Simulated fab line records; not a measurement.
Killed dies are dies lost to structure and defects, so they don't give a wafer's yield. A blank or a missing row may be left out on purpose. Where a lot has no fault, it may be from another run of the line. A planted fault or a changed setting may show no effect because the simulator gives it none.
Matching of chambers + flow n5-finfet + pecvd-03 running N5_BEOL_M6_PECVD_70: 3 sister chambers
The step deposits SiO2 from TEOS/O2, target thk 20 nm, time 22.7 s. 14 wafers are shown with their chamber, then 7 later ones without.

EACH WAFER AND ITS CHAMBER
| wafer  | chamber | showerhead-plenum-p-Torr (Torr) | throttle-valve-pct (%) | heater-power-w (W) |
|--------|---------|---------------------------------|------------------------|--------------------|
| L076.1 | 2       | 8.61                            | 22.1                   | 813                |
| L076.5 | 0       | 8.80                            | 22.6                   | 774                |
| L076.6 | 2       | 8.60                            | 22.1                   | 789                |
| L079.4 | 2       | 8.59                            | 22.2                   | 761                |
| L079.5 | 0       | 8.80                            | 22.8                   | 845                |
| L079.6 | 1       | 8.73                            | 22.3                   | 721                |
| L080.1 | 0       | 8.78                            | 22.7                   | 940                |
| L080.5 | 0       | 8.80                            | 22.7                   | 931                |
| L080.6 | 1       | 8.77                            | 22.3                   | 772                |
| L088.3 | 2       | 8.59                            | 22.3                   | 775                |
| L088.4 | 2       | 8.62                            | 22.1                   | 806                |
| L088.5 | 1       | 8.77                            | 22.4                   | 888                |
| L089.3 | 1       | 8.76                            | 22.2                   | 856                |
| L089.5 | 2       | 8.59                            | 22.2                   | 787                |

SIGNATURES (averages over the wafers above)
| reading                  | chamber 0 | chamber 1 | chamber 2 | scatter within a chamber |
|--------------------------|-----------|-----------|-----------|--------------------------|
| showerhead-plenum-p-Torr | 8.7950    | 8.7575    | 8.6000    | 0.0141                   |
| throttle-valve-pct       | 22.700    | 22.300    | 22.167    | 0.0816                   |
| heater-power-w           | 872.50    | 809.25    | 788.50    | 58.7                     |
Rule: for each reading, subtract the chamber's mean from the wafer's reading, divide by that reading's scatter and square the result; add these up over the readings and take the root, which gives the wafer's distance from the chamber. If the next closest chamber is less than 2 further off than the closest, the wafer can't be placed; otherwise it belongs to the closest. The scatter is the square root of a quotient: the sum, over the shown wafers, of each reading's squared deviation from its chamber's mean, divided by wafers minus chambers.

WAFERS WITH NO CHAMBER GIVEN
| wafer  | showerhead-plenum-p-Torr (Torr) | throttle-valve-pct (%) | heater-power-w (W) |
|--------|---------------------------------|------------------------|--------------------|
| L089.6 | 8.83                            | 23.0                   | 869                |
| L092.2 | 8.60                            | 22.0                   | 687                |
| L092.5 | 8.61                            | 22.0                   | 684                |
| L092.6 | 8.79                            | 22.9                   | 957                |
| L096.3 | 8.61                            | 22.1                   | 732                |
| L096.4 | 8.79                            | 23.0                   | 840                |
| L096.5 | 8.60                            | 22.3                   | 714                |

THE CHAMBER EACH PASSED THROUGH
| wafer  | from the rows above | in truth |
|--------|---------------------|----------|
| L089.6 | 0                   | 0        |
| L092.2 | 2                   | 2        |
| L092.5 | 2                   | 2        |
| L092.6 | 0                   | 0        |
| L096.3 | 2                   | 2        |
| L096.4 | 0                   | 0        |
| L096.5 | 2                   | 2        |
Correct placement for 7 of the 7. Left unplaced by these rows: 0. Wrongly placed: 0.
